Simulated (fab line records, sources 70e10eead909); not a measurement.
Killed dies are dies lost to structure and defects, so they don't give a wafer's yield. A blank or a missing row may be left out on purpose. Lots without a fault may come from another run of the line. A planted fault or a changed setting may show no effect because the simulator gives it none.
One fault seen from 2 desks | flow nand_harc | each desk has only its own numbers; what lay behind them comes last

THE METROLOGY DESK
What the gauges read, lot by lot, whatever tool the lot ran on: means of the sampled wafers that have a number. A lot is out of limits, marked OUT, if its mean lies more than 4 standard deviations from the usual mean; the brackets give that distance.
Columns: A = cd_nm at NHARC_A_M0_CD_MEAS_09, usual 80.0 nm
lot  | first seen here | A
L127 | day 17 18:12    | 80.2
L128 | day 17 18:38    | 79.6
L129 | day 17 23:53    | 79.8
L131 | day 18 04:39    | 80.3
L136 | day 19 23:17    | 101.2 (+35) OUT
L139 | day 20 05:56    | 98.3 (+30) OUT
L140 | day 20 11:17    | 97.3 (+29) OUT
L141 | day 21 14:35    | 80.0
L142 | day 21 17:26    | 79.1
L144 | day 22 01:17    | 80.9
L146 | day 22 18:23    | 80.6
L147 | day 22 23:19    | 79.2
L145 | day 23 06:49    | 80.0
L148 | day 23 08:46    | 80.3
L149 | day 23 13:14    | 79.8
This desk's finding: out of limits on L136, L139, L140; first on L136, day 19 23:17 (cd_nm at NHARC_A_M0_CD_MEAS_09). In limits: L127, L128, L129, L131, L141, L142, L144, L146, L147, L145, L148, L149.

THE TOOL OWNER'S DESK: arfi_scanner-02
The tool's own readings at NHARC_A_M0_EXPOSE_06 (exposes mask A M0, target cd 80 nm): means of the sampled wafers that have a number, for each lot that ran on this tool. A lot is out of limits, marked OUT, if its mean lies more than 4 standard deviations from the usual mean; the brackets give that distance.
Columns: A = exposure_dose_mJ_cm2 at NHARC_A_M0_EXPOSE_06, usual 83.23
lot  | first seen here | A
L128 | day 17 18:30    | 83.10
L136 | day 19 23:09    | 116.99 (+99 or more) OUT
L139 | day 20 05:48    | 110.15 (+99 or more) OUT
L140 | day 20 11:09    | 108.65 (+99 or more) OUT
This desk's finding: out of limits on L136, L139, L140; first on L136, day 19 23:09 (exposure_dose_mJ_cm2 at NHARC_A_M0_EXPOSE_06). In limits: L128.

PUT TOGETHER
The tool owner's desk could have raised an alarm at day 19 23:09, on L136, L139, L140.
The metrology desk could have raised an alarm at day 19 23:17, on L136, L139, L140.
Of the lots named, all ran NHARC_A_M0_EXPOSE_06 on arfi_scanner-02.

WHAT THE SIMULATOR HAD PUT IN
Process parameter drift: arfi_scanner-02, from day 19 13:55 on, at NHARC_A_M0_EXPOSE_06. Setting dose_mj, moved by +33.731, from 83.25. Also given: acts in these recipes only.
Lots struck among those shown: L136, L139, L140.
Hours from the fault's start to each desk's first reading out of limits: the tool owner's desk, 9; the metrology desk, 9.
